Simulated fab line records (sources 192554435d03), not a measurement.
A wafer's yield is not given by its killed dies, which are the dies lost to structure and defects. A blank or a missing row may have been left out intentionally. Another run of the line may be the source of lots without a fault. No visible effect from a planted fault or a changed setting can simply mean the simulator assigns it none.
Chamber matching | flow n5_finfet | 4 sister chambers for N5_FIN_SAQP_MANDREL_ETCH_22 on rie_si-06
The step etches a-Si in HBr/Cl2, stops on SiNx, target depth 60 nm, bt time 10 s, time 30 s. 24 wafers are shown with their chamber, then 12 later ones without.

== WAFERS PAIRED WITH THEIR CHAMBERS ==
wafer  | chamber | throttle_valve_pct (%) | oes_product_au (a.u.) | bias_w (W)
L074.2 | 1       | 35.02                  | 0.772                 | 74.67
L074.3 | 0       | 35.47                  | 0.754                 | 75.38
L074.5 | 2       | 35.19                  | 0.744                 | 75.13
L076.2 | 1       | 34.98                  | 0.792                 | 74.62
L076.4 | 2       | 35.15                  | 0.761                 | 75.31
L076.5 | 2       | 35.14                  | 0.766                 | 75.14
L079.3 | 2       | 35.18                  | 0.755                 | 75.05
L079.4 | 0       | 35.45                  | 0.766                 | 75.14
L079.6 | 2       | 35.15                  | 0.754                 | 75.13
L081.1 | 3       | 35.73                  | 0.736                 | 74.97
L081.2 | 2       | 35.18                  | 0.749                 | 75.06
L081.5 | 0       | 35.46                  | 0.761                 | 74.97
L082.1 | 0       | 35.50                  | 0.739                 | 75.03
L082.3 | 2       | 35.18                  | 0.753                 | 75.09
L082.4 | 3       | 35.69                  | 0.745                 | 75.06
L083.1 | 3       | 35.71                  | 0.751                 | 75.18
L083.3 | 0       | 35.48                  | 0.756                 | 74.81
L083.6 | 1       | 34.98                  | 0.785                 | 75.31
L084.1 | 3       | 35.70                  | 0.755                 | 74.70
L084.3 | 1       | 35.03                  | 0.781                 | 74.96
L084.4 | 0       | 35.45                  | 0.774                 | 75.46
L091.1 | 1       | 35.02                  | 0.777                 | 74.99
L091.2 | 0       | 35.47                  | 0.739                 | 74.91
L091.4 | 2       | 35.19                  | 0.752                 | 75.20

SIGNATURES, as means of the wafers listed above
reading            | chamber 0 | chamber 1 | chamber 2 | chamber 3 | scatter within a chamber
throttle_valve_pct | 35.4686   | 35.0060   | 35.1700   | 35.7075   | 0.0199
oes_product_au     | 0.75557   | 0.78140   | 0.75425   | 0.74675   | 0.00946
bias_w             | 75.1000   | 74.9100   | 75.1388   | 74.9775   | 0.205
Rule: a wafer lies at a distance from a chamber equal to the root of the sum of squares, over the readings, of (its reading less the chamber's mean, divided by the reading's scatter). If the next closest chamber is less than 2 further off than the closest, the wafer can't be placed; otherwise it belongs to the closest. How the scatter is found: for the shown wafers, subtract from each reading the mean of its chamber, square and add these, divide the total by (wafers less chambers), then take the root.

== WAFERS WITH NO CHAMBER GIVEN ==
wafer  | throttle_valve_pct (%) | oes_product_au (a.u.) | bias_w (W)
L092.1 | 35.74                  | 0.735                 | 75.08
L092.2 | 35.03                  | 0.783                 | 74.88
L092.6 | 35.49                  | 0.743                 | 74.60
L093.1 | 35.48                  | 0.750                 | 74.87
L093.3 | 35.69                  | 0.740                 | 75.40
L093.6 | 34.99                  | 0.797                 | 74.90
L094.1 | 35.46                  | 0.763                 | 74.42
L094.3 | 34.98                  | 0.794                 | 75.33
L094.4 | 35.15                  | 0.752                 | 74.78
L096.1 | 35.47                  | 0.757                 | 74.54
L096.5 | 35.69                  | 0.760                 | 74.66
L096.6 | 35.47                  | 0.748                 | 74.65

== EACH ONE'S CHAMBER ==
wafer  | from the rows above | in truth
L092.1 | 3                   | 3
L092.2 | 1                   | 1
L092.6 | 0                   | 0
L093.1 | 0                   | 0
L093.3 | 3                   | 3
L093.6 | 1                   | 1
L094.1 | 0                   | 0
L094.3 | 1                   | 1
L094.4 | 2                   | 2
L096.1 | 0                   | 0
L096.5 | 3                   | 3
L096.6 | 0                   | 0
Placed correctly: 12 of 12. Can't be placed from these rows: 0. Number placed wrongly: 0.
